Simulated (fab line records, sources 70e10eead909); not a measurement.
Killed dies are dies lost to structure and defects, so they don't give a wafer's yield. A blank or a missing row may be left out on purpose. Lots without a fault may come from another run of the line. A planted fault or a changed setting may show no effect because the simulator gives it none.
A struck lot beside a sound one | flow nand_harc | 15 steps out of a route of 1159
Sound: wafers L846.1, L846.3, L846.6. Struck: wafers L856.1, L856.2, L856.5. The cause comes at the end.
At each step with rows: each side's tool, then ch and its chambers, then its first start. Under that, the readings that differ: sound wafers | struck wafers | difference of the means | sigmas: that difference in standard deviations of wafers without a fault.
alike: readings whose means differ by less than 2 such deviations, and words and numbers that are the same on both sides. not compared: withheld readings, readings that some wafer has no value for, bounds like >300 that may hide the same value, and numbers for which the record gives no deviation and whose values overlap.
The two part at a step that has a row with sigmas, a row that says differs or no value, or rows on one side only. Numbers that don't overlap but have no deviation are shown without sigmas and don't part them. A reading that every wafer of one side lacks parts them only if that side has two wafers or more.

NHARC_P_M1_OVL_MEAS_10: pitch 260 nm.
  sound on overlay-02, day 8 14:26; struck on overlay-01, day 10 23:46
  alike: overlay_x_nm, overlay_y_nm
NHARC_P_M1_INSPECT_11:
  sound on defect_inspect-02, day 8 14:29; struck on defect_inspect-01, day 10 23:47
  alike: raw_defect_count
NHARC_P_M1_DESCUM_14: chemistry O2, time 3 s.
  sound on rie_diel-06 ch 0,3, day 8 14:32; struck on rie_diel-03 ch 0,1,3, day 10 23:52
  alike: drypump_motor_current_A, oes_product_au, rf_vpp_V, showerhead_plenum_p_Torr, throttle_valve_pct
  not compared: rf_hours_counter_h
then, 1 step without rows for these wafers: NHARC_P_M1_ETCH_35 (etches the open film in N2/H2, target depth 40 nm, overetch 12 nm, time 43.94 s).
NHARC_P_M1_ETCH_15: etches the open film in C4F8/Ar, target depth 182.5 nm, time 91.2 s.
  sound on rie_diel-06 ch 0,3; struck on rie_diel-03 ch 0,2
  reading               | sound             | struck            | difference | sigmas
  oes_product_au (a.u.) | 0.927 0.929 0.924 | 0.974 0.966 0.973 | +0.044     | +2
  alike: rf_fwd_power_W, rf_vpp_V
  not compared: rf_hours_counter_h
NHARC_P_M1_CD_MEAS_16:
  sound on cd_sem-03, day 8 14:50; struck on cd_sem-03, day 11 00:10
  alike: cd_nm
NHARC_P_M1_STRIP_18: strips in N2/H2.
  sound on rie_diel-01 ch 0,2, day 8 14:56; struck on rie_diel-01 ch 0,2,3, day 11 00:17
  alike: drypump_motor_current_A, n2_flow_sccm, oes_product_au, rf_fwd_power_W, rf_vpp_V, showerhead_plenum_p_Torr, throttle_valve_pct
  not compared: rf_hours_counter_h
NHARC_P_M1_ETCH_28: etches the open film in CF4/N2, target depth 30 nm, time 72.99 s.
  sound on rie_diel-01 ch 0,2,3; struck on rie_diel-01 ch 0,1,2
  alike: drypump_motor_current_A, n2_flow_sccm, oes_product_au, rf_fwd_power_W, rf_vpp_V, showerhead_plenum_p_Torr, throttle_valve_pct
  not compared: rf_hours_counter_h
then, 3 steps without rows for these wafers: NHARC_P_M1_STRIP_19 (strips in post etch residue remover, time 600 s); NHARC_P_M1_DEGAS_29 (time 60 s); NHARC_P_M1_PRE_CLEAN_30 (time 30 s).
NHARC_P_M1_PVD_20: deposits TaN, target thk 5 nm, time 8.06 s.
  sound on pvd_sputter-02; struck on pvd_sputter-02
  alike: bias_v, cathode_dc_power_W, throttle_valve_pct
NHARC_P_M1_PVD_21: deposits Cu, target thk 30 nm, time 20.49 s.
  sound on pvd_sputter-02, day 8 15:47; struck on pvd_sputter-02, day 11 01:06
  no value came back on the struck wafers for cathode_dc_power_W (W), chamber_pressure_pa (Pa), throttle_valve_pct (%); on the sound wafers cathode_dc_power_W (W) reads 4999.9 5000.2 4998.3
then, 1 step without rows for these wafers: NHARC_P_M1_ECD_22 (material Cu, target thk 400 nm).
-- the record jumps here: 13 days lie between the struck wafers' starts before and after (it left off in module P_M1 and takes up again in module END, whose first step shown is number 1159 of the route) --
NHARC_END_SORT_01:
  the record has rows for the struck wafers here (prober-01 ch 0, day 24 10:46) and none for the sound ones

WHERE THEY PART
First at NHARC_P_M1_ETCH_15; last, within this record, at NHARC_END_SORT_01.

WHY: what the simulator had put in
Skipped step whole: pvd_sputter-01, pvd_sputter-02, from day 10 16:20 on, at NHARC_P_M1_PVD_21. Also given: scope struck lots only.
